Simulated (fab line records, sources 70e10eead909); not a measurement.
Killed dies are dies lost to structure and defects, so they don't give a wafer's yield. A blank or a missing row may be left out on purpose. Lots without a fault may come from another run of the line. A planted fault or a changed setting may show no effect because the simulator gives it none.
Which tool did it? | flow nand_harc | 14 lots, 42 wafers sampled, at 4 steps of a route of 1159

WHAT THE GAUGES READ, wafer by wafer
NHARC_P_BONDPAD_CD_MEAS_09: target cd 500 nm.
lot  | measured     | on        | cd_nm (nm)
L483 | day 6 09:01  | cd_sem-02 | 499.4 497.0 500.1
L484 | day 6 23:16  | cd_sem-02 | 501.4 503.3 503.4
L486 | day 7 01:15  | cd_sem-01 | 497.4 496.3 500.4
L487 | day 7 10:52  | cd_sem-03 | 503.3 500.6 501.3
L488 | day 7 23:12  | cd_sem-02 | 504.3 497.7 503.5
L489 | day 8 04:19  | cd_sem-03 | 501.3 500.2 503.5
L490 | day 8 04:41  | cd_sem-03 | 500.1 499.3 496.0
L491 | day 8 09:07  | cd_sem-02 | 499.4 498.8 501.9
L493 | day 8 14:20  | cd_sem-03 | 500.4 503.3 499.8
L492 | day 8 18:09  | cd_sem-03 | 498.1 496.7 500.3
L496 | day 9 17:30  | cd_sem-03 | 499.0 497.4 500.8
L497 | day 10 02:20 | cd_sem-01 | 497.0 493.7 496.2
L504 | day 11 14:33 | cd_sem-01 | 503.6 500.7 500.2
L505 | day 12 04:35 | cd_sem-02 | 500.8 503.5 497.9

NHARC_A_ONON_D1_THK_MEAS_05: measures by ellipsometry.
lot  | measured     | on            | thk_nm (nm)
L483 | day 7 13:09  | film_metro-02 | 991 991 991
L484 | day 8 05:29  | film_metro-01 | 1008 1008 1011
L486 | day 8 05:29  | film_metro-02 | 999 1000 999
L487 | day 8 15:53  | film_metro-02 | 1002 1003 1002
L488 | day 9 03:56  | film_metro-01 | 999 1000 1000
L489 | day 9 08:09  | film_metro-01 | 998 1001 998
L490 | day 9 08:09  | film_metro-02 | 1010 1010 1010
L491 | day 9 12:28  | film_metro-01 | 977 977 978
L493 | day 9 17:24  | film_metro-01 | 1010 1011 1012
L492 | day 10 00:14 | film_metro-02 | 999 998 996
L496 | day 10 18:53 | film_metro-02 | 1004 1003 1004
L497 | day 11 07:05 | film_metro-01 | 1000 998 1001
L504 | day 12 18:21 | film_metro-02 | 1015 1016 1016
L505 | day 13 09:50 | film_metro-01 | 994 996 995

NHARC_A_ONON_D1_THK_MEAS_30: measures by ellipsometry.
lot  | measured     | on            | thk_nm (nm)
L483 | day 8 03:43  | film_metro-01 | 987 988 988
L484 | day 8 19:44  | film_metro-02 | 1003 1004 1003
L486 | day 8 19:44  | film_metro-01 | 1009 1009 1006
L487 | day 9 04:46  | film_metro-02 | 999 995 996
L488 | day 9 15:06  | film_metro-01 | 1005 1007 1005
L489 | day 10 00:59 | film_metro-02 | 997 998 1000
L490 | day 10 01:10 | film_metro-01 | 983 983 983
L491 | day 10 01:02 | film_metro-01 | 993 996 995
L493 | day 10 05:34 | film_metro-01 | 999 998 997
L492 | day 10 11:23 | film_metro-01 | 997 997 998
L496 | day 11 06:07 | film_metro-02 | 1005 1003 1005
L497 | day 11 18:18 | film_metro-02 | 1003 1001 1000
L504 | day 13 05:23 | film_metro-01 | 990 990 989
L505 | day 13 23:47 | film_metro-02 | 1017 1018 1015

WHICH TOOL RAN EACH LOT (tool, then ch and the chambers of the sampled wafers, then the start)
lot  | NHARC_A_ONON_D1_DEP_22
L483 | pecvd_onon-02 ch 0, day 8 02:07
L484 | pecvd_onon-02 ch 0, day 8 18:07
L486 | pecvd_onon-04 ch 0, day 8 18:07
L487 | pecvd_onon-02 ch 0, day 9 03:07
L488 | pecvd_onon-03 ch 0, day 9 13:26
L489 | pecvd_onon-03 ch 0, day 9 23:31
L490 | pecvd_onon-04 ch 0, day 9 23:38
L491 | pecvd_onon-02 ch 0, day 9 23:21
L493 | pecvd_onon-02 ch 0, day 10 04:02
L492 | pecvd_onon-03 ch 0, day 10 09:43
L496 | pecvd_onon-03 ch 0, day 11 04:38
L497 | pecvd_onon-02 ch 0, day 11 16:43
L504 | pecvd_onon-04 ch 0, day 13 03:44
L505 | pecvd_onon-04 ch 0, day 13 22:08
- NHARC_A_ONON_D1_DEP_22: target thk 1000 nm.

WHAT THE TOOLS THEMSELVES READ (means of the sampled wafers that have a number; where no wafer has one, the mark that the record gives instead)
NHARC_A_ONON_D1_DEP_22.
lot  | tool          | n2o_flow_sccm (sccm) | sih4_flow_sccm (sccm)
L483 | pecvd_onon-02 | 1994                 | 209.5
L484 | pecvd_onon-02 | 2005                 | 209.7
L486 | pecvd_onon-04 | 2002                 | 210.2
L487 | pecvd_onon-02 | 1997                 | 210.0
L488 | pecvd_onon-03 | 1999                 | 210.8
L489 | pecvd_onon-03 | 2009                 | 209.8
L490 | pecvd_onon-04 | 2006                 | 209.1
L491 | pecvd_onon-02 | 2007                 | 209.1
L493 | pecvd_onon-02 | 2003                 | 209.8
L492 | pecvd_onon-03 | 2000                 | 209.0
L496 | pecvd_onon-03 | 2001                 | 209.2
L497 | pecvd_onon-02 | 2001                 | 210.5
L504 | pecvd_onon-04 | 2395                 | 209.6
L505 | pecvd_onon-04 | 2400                 | 210.9

THE ANSWER, worked out from the rows above alone
Rule: what is usual is taken from the lots themselves. Put in order of their means at a reading, lots are off if they are a third of the lots or fewer, leave a main group of 4 or more, and stand apart from it by a gap of 3 or more times the standard deviation of the main group's means; of several such gaps the widest counts. A main group whose means are all the same, to the digits that the tables above print for the reading, isn't used. A lot without any number at a reading at which 4 lots or more have one is off too. The other lots that the step has rows for count as sound. The gauges are gone through in route order, then the tools' own readings, and for those a lot's mean is taken as printed above. The first step at which some lot is off is used, and at that step the reading that is off furthest; a lot without a number counts as furthest.
Off: L504, L505, at NHARC_A_ONON_D1_DEP_22 (n2o_flow_sccm). The main group: mean 2002 sccm, standard deviation 4.1.
A tool fits if, at that step or a process step before it, it ran every lot that is off, and no sound lot after the first of them. One fits: pecvd_onon-04 at NHARC_A_ONON_D1_DEP_22. Its last sound lot is L490 (day 9 23:38), its first lot that is off L504 (day 13 03:44): a fault that began between those two fits.
The tool's own readings at NHARC_A_ONON_D1_DEP_22 bear it out: on the lots that are off they differ by more than 5 times the standard deviation of the sound lots' means. n2o_flow_sccm reads 2398 sccm there against 2002 sccm on the sound lots.

WHAT THE SIMULATOR HAD PUT IN
Process parameter drift: pecvd_onon-04, from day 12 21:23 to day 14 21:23, at NHARC_A_ONON_D1_DEP_22. Setting n2o_flow_sccm, moved by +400, from 2000. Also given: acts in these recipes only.
Lots struck among those shown: L504, L505. The rule above found the same.
